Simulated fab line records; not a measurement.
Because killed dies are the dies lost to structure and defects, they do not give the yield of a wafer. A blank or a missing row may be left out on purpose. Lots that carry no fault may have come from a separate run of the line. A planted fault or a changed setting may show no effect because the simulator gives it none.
fab line records	flow n5Finfet
record lots=7	wafers=39
route steps=1938 shown ZERO_LAYER@4 FIN_SAQP@96 SD_EPI_N@279 HKMG_FIN@449 MOL_CONTACT_COAG@559 BEOL_M1@751 BEOL_M4@1023
startH: the number of hours between the record's first day and the start of the first shown wafer of the lot	waitH: time in hours since the lot's previous step	" unchanged from the row above	L1.1+2: a row that stands for several wafers	- no value present, or no start provided	* or withheld: withheld	< > ~ a bound
route shown NAME@n: a module of which the file shows steps, and the number in the route of the first	usual: the fault-free wafers' mean and standard deviation	same: alike in all rows	chamber/n: place in a boat	sites: per-site readings	_std_site: the values' standard deviation	_edge_site: the outer-site mean with the inner-site mean subtracted	radiusMm: how far each site lies from the wafer's centre	mask NAME#n: copy n	behind: the tool/chamber that last shaped the wafer	hold: why the lot was held/for how many hours/how that ended	device: which transistor (n, p or np) failed to switch	end of line: tests run on the same wafers once the route is complete	where a step has no rows: the recipe by itself	killed: dies that structure and defects cost at the first sort, which is not the same as the wafer's yield	map: the dies of a wafer, with x for killed, . for not killed, _ for no die there
set.NAME: the setting that was run; set.NAME@STEP: the one run at that earlier step	model.NAME: the simulator's own value behind a step, which no gauge read
one table per step and one row per wafer, for lots whose settings were changed on purpose
## steps
# step N5_ZERO_LAYER_PECVD_02
# recipe material=SiO2	targetThkA=100	tempC=400	precursor=SiH4/N2O	pressureTorr=0.75	rfW=275	timeS=6
lot.wafer	tool	chamber	startH	waitH	set.timeS	model.SiO2_of_ZERO_LAYER_PECVD_02.thkNm
L074.1	pecvd-04	0	12.28	0.0	6	9.919
L074.2	"	2	"	"	6	9.959
L074.5	"	1	"	"	6	10.06
L080.1	pecvd-02	0	48.28	0.0	6	9.867
L080.2+6	"	1	"	"	4.38	7.305
L080.3	"	1	"	"	4.38	7.381
L080.4	"	0	"	"	6	10.09
L080.5	"	0	"	"	6	10.08
L081.1	pecvd-02	2	54.28	0.0	6	10.03
L081.2	"	0	"	"	8.292	13.89
L081.3	"	1	"	"	8.292	13.82
L081.4	"	0	"	"	6	10.31
L081.5	"	2	"	"	6	10.13
L081.6	"	1	"	"	8.292	14.06
L086.1	pecvd-04	2	84.29	0.0	6	9.966
L086.2	"	1	"	"	7.055	11.76
L086.3	"	0	"	"	6	9.878
L086.4	"	0	"	"	7.055	11.72
L086.5	"	2	"	"	7.055	11.91
L086.6	"	1	"	"	6	9.982
L088.1	pecvd-04	2	96.29	0.0	6	10.09
L088.2	"	0	"	"	6	9.934
L088.3	"	1	"	"	6	9.856
L088.4	"	0	"	"	6	10.16
L088.5	"	1	"	"	6	10.07
L088.6	"	2	"	"	6	10.36
L093.1	pecvd-01	1	126.28	0.0	6	9.746
L093.2	"	2	"	"	6	9.772
L093.3	"	0	"	"	6	9.728
L093.4	"	0	"	"	6	9.947
L093.5	"	2	"	"	6	9.867
L093.6	"	1	"	"	6	9.931
L096.1	pecvd-01	1	144.28	0.0	6	9.908
L096.2	"	0	"	"	7.262	12.04
L096.3	"	2	"	"	7.262	11.9
L096.4	"	1	"	"	6	10.03
L096.5	"	0	"	"	6	10.25
L096.6	"	2	"	"	7.262	12.23
# step N5_FIN_SAQP_HM_DEP_03
# recipe material=SiNx	targetThkA=380	tempC=400	precursor=SiH4/NH3/N2	pressureTorr=1.5	rfW=300	timeS=33.6
lot.wafer	tool	chamber	startH	waitH	set.timeS	model.SiNx_of_FIN_SAQP_HM_DEP_03.thkNm
L074.1	pecvd-04	1	20.65	0.2	33.6	37.87
L074.2	"	0	"	"	33.6	38.18
L074.5	"	2	"	"	33.6	38.11
L080.1	pecvd-03	2	56.82	0.2	22.73	25.19
L080.2	"	0	"	"	33.6	37.67
L080.3	"	1	"	"	22.73	25.5
L080.4	"	1	"	"	22.73	26.07
L080.5	"	0	"	"	33.6	38.33
L080.6	"	2	"	"	33.6	37.85
L081.1	pecvd-03	2	63.04	0.2	33.6	37.78
L081.2	"	1	"	"	33.6	37.64
L081.3	"	0	"	"	33.6	38.33
L081.4	"	1	"	"	33.6	38.71
L081.5	"	0	"	"	33.6	38.41
L081.6	"	2	"	"	33.6	37.86
L086.1	pecvd-02	0	93.86	0.2	46.96	52.94
L086.2	"	1	"	"	46.96	52.61
L086.3	"	2	"	"	33.6	37.6
L086.4	"	1	"	"	33.6	38.24
L086.5	"	2	"	"	33.6	38.77
L086.6	"	0	"	"	46.96	53.42
L088.1	pecvd-02	0	106.87	0.2	25.82	28.9
L088.2	"	2	"	"	25.82	29.29
L088.3	"	1	"	"	33.6	37.72
L088.4	"	0	"	"	33.6	38.32
L088.5	"	2	"	"	33.6	38.98
L088.6	"	1	"	"	25.82	30.13
L093.1	pecvd-04	1	135.24	0.2	33.6	37.52
L093.2	"	2	"	"	33.6	37.29
L093.3	"	1	"	"	33.6	38.24
L093.4	"	2	"	"	33.6	37.81
L093.5	"	2	"	"	33.6	38.13
L093.6	"	1	"	"	33.6	38.85
L096.1	pecvd-04	2	152.68	0.2	18.82	20.81
L096.2	"	1	"	"	33.6	37.01
L096.3	"	1	"	"	33.6	37.71
L096.4	"	2	"	"	33.6	37.59
L096.5	"	2	"	"	18.82	21.19
L096.6	"	1	"	"	18.82	21.25
# step N5_FIN_SAQP_THK_MEAS_05
# usual thkNm=38.0/0.51
lot.wafer	tool	chamber	startH	waitH	set.timeS@FIN_SAQP_HM_DEP_03	thkNm
L074.1	filmMetro-01	-	20.73	0.1	33.6	37.9
L074.2	"	-	"	"	33.6	38.2
L074.5	"	-	"	"	33.6	38.1
L080.1	filmMetro-02	-	56.91	0.1	22.73	25.1
L080.2	"	-	"	"	33.6	37.7
L080.3	"	-	"	"	22.73	25.5
L080.4	"	-	"	"	22.73	26.0
L080.5	"	-	"	"	33.6	38.4
L080.6	"	-	"	"	33.6	37.9
L081.1	filmMetro-02	-	63.12	0.1	33.6	37.8
L081.2	"	-	"	"	33.6	37.6
L081.3	"	-	"	"	33.6	38.3
L081.4	"	-	"	"	33.6	38.8
L081.5	"	-	"	"	33.6	38.4
L081.6	"	-	"	"	33.6	37.9
L086.1	filmMetro-01	-	93.95	0.1	46.96	52.9
L086.2	"	-	"	"	46.96	52.6
L086.3	"	-	"	"	33.6	37.6
L086.4	"	-	"	"	33.6	38.3
L086.5	"	-	"	"	33.6	38.8
L086.6	"	-	"	"	46.96	53.4
L088.1	filmMetro-01	-	106.95	0.1	25.82	28.9
L088.2	"	-	"	"	25.82	29.3
L088.3	"	-	"	"	33.6	37.7
L088.4	"	-	"	"	33.6	38.3
L088.5	"	-	"	"	33.6	39.0
L088.6	"	-	"	"	25.82	30.1
L093.1	filmMetro-02	-	135.36	0.1	33.6	37.5
L093.2	"	-	"	"	33.6	37.3
L093.3	"	-	"	"	33.6	38.2
L093.4	"	-	"	"	33.6	37.8
L093.5	"	-	"	"	33.6	38.1
L093.6	"	-	"	"	33.6	38.8
L096.1	filmMetro-02	-	152.79	0.1	18.82	20.8
L096.2	"	-	"	"	33.6	37.0
L096.3	"	-	"	"	33.6	37.7
L096.4	"	-	"	"	33.6	37.6
L096.5	"	-	"	"	18.82	21.2
L096.6	"	-	"	"	18.82	21.2
# step N5_FIN_SAQP_PECVD_47
# recipe material=a-Si	targetThkA=450	tempC=400	precursor=SiH4/He	pressureTorr=3	rfW=100	timeS=36.3
# step N5_FIN_SAQP_PECVD_48
# recipe material=SiNx	targetThkA=250	tempC=400	precursor=SiH4/NH3/N2	pressureTorr=1.5	rfW=300	timeS=22.1
# step N5_FIN_SAQP_SPACER2_ALD_28
# recipe material=SiO2	targetThkA=81	tempC=300	aldPrecursorFamily=BDEAS	aldCoReactant=O2-plasma	pulseTimeS=1	purgeTimeS=2	coReactantPurgeTimeS=2	pressureTorr=2
# step N5_FIN_SAQP_SPACER2_ETCHBACK_29
# recipe chemistry=CHF3/O2	mode=anisotropicEtchback	target=SiO2	targetDepthA=122	timeS=6.1	pressureMtorr=30	sourceW=650	biasW=170	Ar_flow_sccm=200	CHF3_flow_sccm=50	O2_flow_sccm=5	ionEnergyEv=200
# step N5_FIN_SAQP_MANDREL2_REMOVE_60
# recipe chemistry=HBr/Cl2/O2	btTimeS=10	target=a-Si	stopOn=SiNx	endpoint=OES-SiCl	overEtchFrac=1	icpW=600	biasW=22	HBr_flow_sccm=150	Cl2_flow_sccm=80	O2_flow_sccm=5	pressureMtorr=10
lot.wafer	tool	chamber	startH	waitH	set.timeS@FIN_SAQP_HM_DEP_03	model.SiNx_of_FIN_SAQP_HM_DEP_03.thkNm
L074.1	rieSi-02	3	25.17	0.1	33.6	37.2
L074.2	"	0	"	"	33.6	37.6
L074.5	"	3	"	"	33.6	37.4
L080.1	rieSi-01	2	61.71	0.1	22.73	24.6
L080.2	"	1	"	"	33.6	37
L080.3	"	3	"	"	22.73	24.8
L080.4	"	3	"	"	22.73	25.4
L080.5	"	1	"	"	33.6	37.6
L080.6	"	2	"	"	33.6	37.2
L081.1+6	rieSi-02	2,3	67.32	0.1	33.6	37.2
L081.2	"	0	"	"	33.6	37
L081.3	"	1	"	"	33.6	37.6
L081.4	"	3	"	"	33.6	38
L081.5	"	2	"	"	33.6	37.8
L086.1	rieSi-01	1	99.37	0.1	46.96	52.2
L086.2	"	3	"	"	46.96	52
L086.3	"	2	"	"	33.6	37
L086.4	"	0	"	"	33.6	37.6
L086.5	"	1	"	"	33.6	38.2
L086.6	"	0	"	"	46.96	52.8
L088.1	rieSi-02	0	114.28	0.1	25.82	28.2
L088.2	"	2	"	"	25.82	28.6
L088.3	"	1	"	"	33.6	37
L088.4	"	0	"	"	33.6	37.6
L088.5	"	2	"	"	33.6	38.4
L088.6	"	1	"	"	25.82	29.6
L093.1	rieSi-05	0	139.64	0.1	33.6	36.8
L093.2	"	2	"	"	33.6	36.6
L093.3	"	3	"	"	33.6	37.6
L093.4	"	1	"	"	33.6	37.2
L093.5	"	2	"	"	33.6	37.4
L093.6	"	1	"	"	33.6	38.2
L096.1	rieSi-01	0	157.46	0.1	18.82	20.2
L096.2	"	3	"	"	33.6	36.4
L096.3+4	"	1,2	"	"	33.6	37
L096.5+6	"	2,3	"	"	18.82	20.6
# step N5_FIN_SAQP_HM_OPEN_33
# recipe chemistry=CH3F/O2	target=SiNx	maskMaterial=SiO2	targetDepthA=494	timeS=70.6	pressureMtorr=30	sourceW=395	biasW=73	Ar_flow_sccm=150	CH3F_flow_sccm=30	O2_flow_sccm=20	ionEnergyEv=120	ends=cleared
# usual etchRfOnTimeS=69.3/1.2
lot.wafer	tool	chamber	startH	waitH	set.timeS@FIN_SAQP_HM_DEP_03	etchRfOnTimeS	model.etch.depthNm
L074.1	rieDiel-05	2	25.35	0.1	33.6	69.1	37.24
L074.2	"	3	"	"	33.6	69.0	37.55
L074.5	"	3	"	"	33.6	68.0	37.44
L080.1	rieDiel-06	0	61.88	0.0	22.73	46.2	24.54
L080.2	"	1	"	"	33.6	68.8	37
L080.3	"	2	"	"	22.73	46.6	24.86
L080.4	"	1	"	"	22.73	46.9	25.37
L080.5	"	0	"	"	33.6	70.5	37.69
L080.6	"	2	"	"	33.6	68.8	37.15
L081.1	rieDiel-06	0	67.48	0.0	33.6	69.2	37.14
L081.2	"	2	"	"	33.6	68.6	36.97
L081.3	"	1	"	"	33.6	69.7	37.63
L081.4	"	1	"	"	33.6	70.3	38.06
L081.5	"	2	"	"	33.6	69.1	37.74
L081.6	"	0	"	"	33.6	68.6	37.22
L086.1	rieDiel-02	1	99.52	0.0	46.96	96.4	52.24
L086.2	"	3	"	"	46.96	95.1	51.94
L086.3	"	0	"	"	33.6	69.1	36.95
L086.4	"	2	"	"	33.6	68.8	37.6
L086.5	"	1	"	"	33.6	70.6	38.13
L086.6	"	2	"	"	46.96	96.4	52.72
L088.1	rieDiel-05	2	114.44	0.0	25.82	52.3	28.2
L088.2	"	1	"	"	25.82	53.3	28.66
L088.3	"	0	"	"	33.6	67.6	37.09
L088.4	"	2	"	"	33.6	70.3	37.67
L088.5	"	0	"	"	33.6	69.4	38.36
L088.6	"	1	"	"	25.82	54.7	29.5
L093.1	rieDiel-02	1	139.80	0.0	33.6	68.5	36.88
L093.2	"	3	"	"	33.6	67.6	36.64
L093.3	"	2	"	"	33.6	68.9	37.57
L093.4	"	1	"	"	33.6	68.9	37.12
L093.5	"	3	"	"	33.6	69.0	37.49
L093.6	"	2	"	"	33.6	70.3	38.15
L096.1	rieDiel-06	1	157.77	0.2	18.82	37.9	20.18
L096.2	"	2	"	"	33.6	68.1	36.31
L096.3	"	3	"	"	33.6	70.4	37.06
L096.4	"	1	"	"	33.6	69.3	36.96
L096.5	"	3	"	"	18.82	39.0	20.56
L096.6	"	2	"	"	18.82	38.6	20.63
# step N5_SD_EPI_N_ETCH_16
# recipe chemistry=CHF3/O2	target=SiO2	targetDepthA=50	maskMaterial=SOC	pressureMtorr=30	sourceW=650	biasW=170	Ar_flow_sccm=200	CHF3_flow_sccm=50	O2_flow_sccm=5	ionEnergyEv=200
lot.wafer	tool	chamber	startH	waitH	set.targetDepthA	model.etch.depthNm	model.SiARC_of_SD_EPI_N_COAT_33.thkNm
L074.1	rieDiel-05	1	48.22	0.1	50	4.941	13
L074.2	"	0	"	"	50	5.117	12.2
L074.5	"	2	"	"	50	4.95	13
L080.1	rieDiel-05	2	85.03	0.1	50	4.955	12.8
L080.2	"	1	"	"	50	4.946	12.4
L080.3	"	0	"	"	50	5.098	11.8
L080.4	"	3	"	"	21.61	2.187	14.4
L080.5	"	3	"	"	21.61	2.183	14.4
L080.6	"	2	"	"	21.61	2.133	14.6
L081.1	rieDiel-05	3	91.47	0.1	50	4.992	12.4
L081.2	"	0	"	"	50	5.144	11.6
L081.3	"	2	"	"	50	4.98	12.6
L081.4	"	1	"	"	50	4.965	12.4
L081.5	"	3	"	"	50	5.039	12.2
L081.6	"	0	"	"	50	5.115	11.8
L086.1	rieDiel-06	0	125.81	0.1	60.4	5.941	12.2
L086.2	"	3	"	"	50	4.913	12.6
L086.3	"	1	"	"	60.4	6.039	11.6
L086.4	"	2	"	"	60.4	5.933	12.2
L086.5	"	1	"	"	50	4.979	12.2
L086.6	"	2	"	"	50	4.925	12.8
L088.1	rieDiel-02	2	142.00	0.1	50	5.027	12
L088.2	"	3	"	"	50	4.994	12
L088.3	"	1	"	"	50	4.967	12.4
L088.4	"	2	"	"	50	5.031	12
L088.5	"	1	"	"	50	4.966	12.4
L088.6	"	3	"	"	50	5.053	12.4
L093.1	rieDiel-05	0	166.28	0.1	50	5.064	11.8
L093.2	"	2	"	"	50	4.968	12.6
L093.3	"	3	"	"	50	5.062	12
L093.4	"	0	"	"	41.96	4.283	12.4
L093.5	"	3	"	"	41.96	4.275	12.8
L093.6	"	2	"	"	41.96	4.144	13.2
L096.1	rieDiel-06	3	181.63	0.1	50	4.873	12.8
L096.2	"	1	"	"	50	4.943	12.6
L096.3	"	2	"	"	34.57	3.448	13.8
L096.4	"	3	"	"	34.57	3.358	14
L096.5	"	1	"	"	50	4.953	12.6
L096.6	"	2	"	"	34.57	3.447	13.8
# step N5_HKMG_FIN_ALD_71
# recipe material=TiN	targetThkA=10	tempC=400	aldPrecursorFamily=TiCl4	aldCoReactant=NH3	pulseTimeS=1	purgeTimeS=3	coReactantPurgeTimeS=2	coReactantPulseTimeS=2	aldCycles=47	pressureTorr=3
lot.wafer	tool	chamber	startH	waitH	set.aldCycles	model.TiN_of_HKMG_FIN_ALD_71.thkNm
L074.1+2+5	aldMetal-02	1,3,3	75.17	0.0	47	1
L080.1+5+6	aldMetal-04	2,3,2	114.34	0.0	47	1
L080.2+3+4	"	1,3,0	"	"	20	0.4
L081.1+2+6	aldMetal-02	0,3,1	119.07	0.0	47	1
L081.3+4+5	"	2,1,0	"	"	24	0.6
L086.1+2+3+4+5+6	aldMetal-02	2,3,1,0,3,0	154.40	0.0	47	1
L088.1+2+3+4+5+6	aldMetal-01	1,0,2,3,3,0	169.29	0.0	47	1
L093.1+2+5	aldMetal-01	1,3,0	193.71	0.0	47	1
L093.3+4+6	"	2,0,1	"	"	66	1.4
L096.1+2+3	aldMetal-02	1,0,3	211.19	0.0	23	0.4
L096.4+5+6	"	2,1,2	"	"	47	1
# step N5_MOL_CONTACT_COAG_ALD_27
# recipe material=SiOC	targetThkA=170	tempC=400	aldPrecursorFamily=carbosiloxane	aldCoReactant=H2-plasma	pulseTimeS=1.5	timeS=2720	purgeTimeS=2	coReactantPurgeTimeS=2	aldCycles=340	pressureTorr=2
lot.wafer	tool	chamber	startH	waitH	set.timeS	model.SiOC_of_MOL_CONTACT_COAG_ALD_27.thkNm
L074.1	aldSin-01	3	92.17	0.0	2720	17
L074.2+5	"	1,3	"	"	2720	17.2
L080.1+3+5	aldSin-04	2,3,0	133.85	0.0	2720	17
L080.2+4+6	"	0,2,3	"	"	1756	11
L081.1+6	aldSin-04	0,2	136.64	0.0	1108	6.8
L081.2+4+5	"	3,3,0	"	"	2720	17
L081.3	"	2	"	"	1108	7
L086.1+2+5	aldSin-02	1,2,1	172.33	0.0	1590	9.8
L086.3+4	"	0,3	"	"	2720	17
L086.6	"	0	"	"	2720	16.8
L088.1+4+6	aldSin-01	3,0,2	187.73	0.0	3436	17
L088.2+3+5	"	2,1,1	"	"	2720	17
L093.1+5	aldSin-04	0,2	210.14	0.7	4144	17
L093.2+3+6	"	2,3,3	"	"	2720	17
L093.4	"	1	"	"	4144	16.8
L096.1+4+6	aldSin-01	3,1,3	228.55	0.0	2720	17
L096.2+3+5	"	2,0,2	"	"	3461	17
# step N5_BEOL_M1_ILD_DEP_00
# recipe material=SiOC	targetThkA=790	tempC=350	precursor=DEMS/O2	pressureTorr=5	rfW=500	timeS=15.3
lot.wafer	tool	chamber	startH	waitH	set.targetThkA	model.SiOC_of_BEOL_M1_ILD_DEP_00.thkNm
L074.1	pecvd-03	0	116.87	0.0	790	78.6
L074.2	"	1	"	"	790	77.8
L074.5	"	0	"	"	790	79.4
L080.1	pecvd-03	0	159.31	0.0	790	78.8
L080.2	"	1	"	"	790	78
L080.3	"	2	"	"	790	78.6
L080.4+6	"	1,0	"	"	790	79.2
L080.5	"	2	"	"	790	79.4
L081.1	pecvd-03	2	159.46	0.0	790	78.6
L081.2	"	0	"	"	790	77.2
L081.3+5	"	1,0	"	"	790	78.2
L081.4	"	2	"	"	790	79
L081.6	"	1	"	"	790	79.8
L086.1	pecvd-03	1	196.90	0.0	1032	101.6
L086.2	"	2	"	"	1032	102.6
L086.3	"	0	"	"	790	76.8
L086.4	"	2	"	"	1032	103.6
L086.5	"	0	"	"	790	78.6
L086.6	"	1	"	"	790	79.4
L088.1	pecvd-01	0	212.25	0.0	790	78.8
L088.2	"	1	"	"	1104	110
L088.3	"	2	"	"	790	79.8
L088.4	"	0	"	"	1104	111.2
L088.5	"	2	"	"	1104	112.2
L088.6	"	1	"	"	790	80.4
L093.1	pecvd-03	0	239.81	0.0	790	78.8
L093.2	"	0	"	"	1226	124
L093.3	"	0	"	"	790	80.6
L093.4	"	0	"	"	790	79.8
L093.5	"	0	"	"	1226	123.2
L093.6	"	0	"	"	1226	123.6
L096.1	pecvd-03	0	251.29	0.0	790	78.6
L096.2	"	2	"	"	790	78.4
L096.3	"	1	"	"	342.7	33.6
L096.4	"	0	"	"	790	80.2
L096.5	"	1	"	"	342.7	33.8
L096.6	"	2	"	"	342.7	34.8
# step N5_BEOL_M1_THK_MEAS_01
# recipe reads=SiOC_of_BEOL_M1_ILD_DEP_00
# usual M1_ILD_THK=79.1/0.96
lot.wafer	tool	chamber	startH	waitH	set.targetThkA@BEOL_M1_ILD_DEP_00	M1_ILD_THK[nm]
L074.1	filmMetro-01	-	116.94	0.0	790	78.5
L074.2	"	-	"	"	790	77.8
L074.5	"	-	"	"	790	79.4
L080.1	filmMetro-02	-	159.38	0.0	790	78.8
L080.2	"	-	"	"	790	78.1
L080.3	"	-	"	"	790	78.5
L080.4	"	-	"	"	790	79.1
L080.5	"	-	"	"	790	79.4
L080.6	"	-	"	"	790	79.2
L081.1	filmMetro-02	-	159.53	0.0	790	78.7
L081.2	"	-	"	"	790	77.3
L081.3	"	-	"	"	790	78.1
L081.4	"	-	"	"	790	78.9
L081.5	"	-	"	"	790	78.3
L081.6	"	-	"	"	790	80.0
L086.1	filmMetro-02	-	196.97	0.0	1032	101.8
L086.2	"	-	"	"	1032	102.6
L086.3	"	-	"	"	790	76.8
L086.4	"	-	"	"	1032	103.7
L086.5	"	-	"	"	790	78.7
L086.6	"	-	"	"	790	79.3
L088.1	filmMetro-01	-	212.32	0.0	790	78.8
L088.2	"	-	"	"	1104	110.0
L088.3	"	-	"	"	790	79.8
L088.4	"	-	"	"	1104	111.2
L088.5	"	-	"	"	1104	112.2
L088.6	"	-	"	"	790	80.4
L093.1	filmMetro-02	-	239.95	0.1	790	78.7
L093.2	"	-	"	"	1226	124.0
L093.3	"	-	"	"	790	80.7
L093.4	"	-	"	"	790	79.8
L093.5	"	-	"	"	1226	123.1
L093.6	"	-	"	"	1226	123.6
L096.1	filmMetro-02	-	251.36	0.0	790	78.6
L096.2	"	-	"	"	790	78.4
L096.3	"	-	"	"	342.7	33.6
L096.4	"	-	"	"	790	80.1
L096.5	"	-	"	"	342.7	33.9
L096.6	"	-	"	"	342.7	34.7
# step N5_BEOL_M4_PECVD_72
# recipe material=SiO2	targetThkA=160	tempC=400	precursor=TEOS/O2	pressureTorr=5.5	rfW=450	teosFlowSccm=53.8	gas=O2	flowSccm=3000	timeS=18
lot.wafer	tool	chamber	startH	waitH	set.timeS	model.SiO2_of_BEOL_M4_PECVD_72.thkNm
L074.1	pecvd-04	2	154.97	0.0	18	16
L074.2	"	1	"	"	18	16.2
L074.5	"	1	"	"	18	16.6
L080.1	pecvd-01	0	191.56	0.0	25.05	21.6
L080.2	"	2	"	"	25.05	21.4
L080.3	"	1	"	"	18	15.2
L080.4	"	0	"	"	25.05	21.8
L080.5+6	"	2,1	"	"	18	16
L081.1+5	pecvd-01	1,2	193.45	0.0	18	15.8
L081.2	"	2	"	"	18	15.6
L081.3+4+6	"	0,0,1	"	"	11.26	10.2
L086.1	pecvd-02	2	228.88	0.0	24.06	21.4
L086.2	"	1	"	"	18	16.2
L086.3	"	0	"	"	18	16
L086.4	"	0	"	"	18	16.4
L086.5+6	"	2,1	"	"	24.06	21.6
L088.1	pecvd-04	2	235.16	0.0	26.43	23.2
L088.2	"	0	"	"	26.43	23
L088.3	"	1	"	"	18	15.8
L088.4+6	"	0,1	"	"	18	16.2
L088.5	"	2	"	"	26.43	23.6
L093.1	pecvd-02	2	266.40	0.0	26.83	23.4
L093.2	"	0	"	"	26.83	23.2
L093.3	"	0	"	"	18	16
L093.4	"	2	"	"	18	16.4
L093.5	"	2	"	"	18	16.2
L093.6	"	0	"	"	26.83	23.6
L096.1+5	pecvd-04	1,2	284.11	0.0	18	16.4
L096.2	"	2	"	"	18	16.2
L096.3	"	0	"	"	22.56	19.8
L096.4+6	"	0,1	"	"	22.56	20.4
## key
split step=N5_ZERO_LAYER_PECVD_02	setting=timeS	stated=6	by=wafer
response step=N5_ZERO_LAYER_PECVD_02	reading=model.SiO2_of_ZERO_LAYER_PECVD_02.thkNm	change=+0.0989	per=1%	r=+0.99
split step=N5_FIN_SAQP_HM_DEP_03	setting=timeS	stated=33.6	by=wafer
response step=N5_FIN_SAQP_HM_DEP_03	reading=model.SiNx_of_FIN_SAQP_HM_DEP_03.thkNm	change=+0.375	per=1%	r=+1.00
response step=N5_FIN_SAQP_THK_MEAS_05	reading=thkNm	change=*	per=1%	r=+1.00
response step=N5_FIN_SAQP_MANDREL2_REMOVE_60	reading=model.SiNx_of_FIN_SAQP_HM_DEP_03.thkNm	change=+0.374	per=1%	r=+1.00
response step=N5_FIN_SAQP_HM_OPEN_33	reading=etchRfOnTimeS	change=*	per=1%	r=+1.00
response step=N5_FIN_SAQP_HM_OPEN_33	reading=model.etch.depthNm	change=+0.375	per=1%	r=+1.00
split step=N5_SD_EPI_N_ETCH_16	setting=targetDepthA	stated=50	by=wafer
response step=N5_SD_EPI_N_ETCH_16	reading=model.etch.depthNm	change=+0.0496	per=1%	r=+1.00
response step=N5_SD_EPI_N_ETCH_16	reading=model.SiARC_of_SD_EPI_N_COAT_33.thkNm	change=-0.037	per=1%	r=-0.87
split step=N5_HKMG_FIN_ALD_71	setting=aldCycles	stated=47	by=wafer
response step=N5_HKMG_FIN_ALD_71	reading=model.TiN_of_HKMG_FIN_ALD_71.thkNm	change=+0.0101	per=1%	r=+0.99
split step=N5_MOL_CONTACT_COAG_ALD_27	setting=timeS	stated=2720	by=wafer
response step=N5_MOL_CONTACT_COAG_ALD_27	reading=model.SiOC_of_MOL_CONTACT_COAG_ALD_27.thkNm	shape=bent	atLowest=6.867	atStated=17.01	atHighest=16.93
split step=N5_BEOL_M1_ILD_DEP_00	setting=targetThkA	stated=790	by=wafer
response step=N5_BEOL_M1_ILD_DEP_00	reading=model.SiOC_of_BEOL_M1_ILD_DEP_00.thkNm	change=+0.794	per=1%	r=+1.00
response step=N5_BEOL_M1_THK_MEAS_01	reading=M1_ILD_THK	change=+0.794	per=1%	r=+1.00
split step=N5_BEOL_M4_PECVD_72	setting=timeS	stated=18	by=wafer
response step=N5_BEOL_M4_PECVD_72	reading=model.SiO2_of_BEOL_M4_PECVD_72.thkNm	change=+0.151	per=1%	r=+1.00
